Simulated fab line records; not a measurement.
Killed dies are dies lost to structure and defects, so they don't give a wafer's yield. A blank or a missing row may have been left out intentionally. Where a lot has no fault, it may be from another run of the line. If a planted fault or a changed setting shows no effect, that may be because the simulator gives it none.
Chamber matching / flow n5_finfet / 4 sister chambers for N5_BEOL_M14_STRIP_37 on rie_diel-02
The step strips in O2. 4 wafers are shown with their chamber, then 9 later ones without.

== EACH WAFER AND ITS CHAMBER ==
wafer=L080.2; chamber=0; drypump_motor_current_A (A)=5.7
wafer=L080.6; chamber=3; drypump_motor_current_A (A)=5.1
wafer=L082.4; chamber=1; drypump_motor_current_A (A)=4.7
wafer=L082.5; chamber=2; drypump_motor_current_A (A)=5.5

== WAFERS WITHOUT THEIR CHAMBER ==
wafer=L085.1; drypump_motor_current_A (A)=4.7
wafer=L085.2; drypump_motor_current_A (A)=5.1
wafer=L085.3; drypump_motor_current_A (A)=5.6
wafer=L087.2; drypump_motor_current_A (A)=4.7
wafer=L087.4; drypump_motor_current_A (A)=5.7
wafer=L087.5; drypump_motor_current_A (A)=5.1
wafer=L092.2; drypump_motor_current_A (A)=4.7
wafer=L092.5; drypump_motor_current_A (A)=5.6
wafer=L092.6; drypump_motor_current_A (A)=4.7

== WHICH CHAMBER EACH ONE RAN IN ==
wafer=L085.1; from the rows above=1; in truth=1
wafer=L085.2; from the rows above=3; in truth=3
wafer=L085.3; from the rows above=can't be placed: 2 or 0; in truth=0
wafer=L087.2; from the rows above=1; in truth=1
wafer=L087.4; from the rows above=0; in truth=0
wafer=L087.5; from the rows above=3; in truth=3
wafer=L092.2; from the rows above=1; in truth=1
wafer=L092.5; from the rows above=can't be placed: 2 or 0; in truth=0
wafer=L092.6; from the rows above=1; in truth=1
Correctly placed: 7 of 9. Unplaceable from these rows: 2, with the true chamber sitting among the candidates in 2. 0 placed wrongly.
How it was worked out, from the rows above alone: a wafer's distance from a chamber is the root of the sum, over the readings, of the square of ((its reading less the chamber's mean) divided by the reading's scatter). The wafer belongs to the nearest chamber; if the next one is less than 2 further off, it can't be placed. The mean given for a chamber averages the wafers shown for that chamber. The scatter (one wafer shown for each chamber): square how far every hidden wafer sits from the nearest shown wafer, average those squares and take the square root.
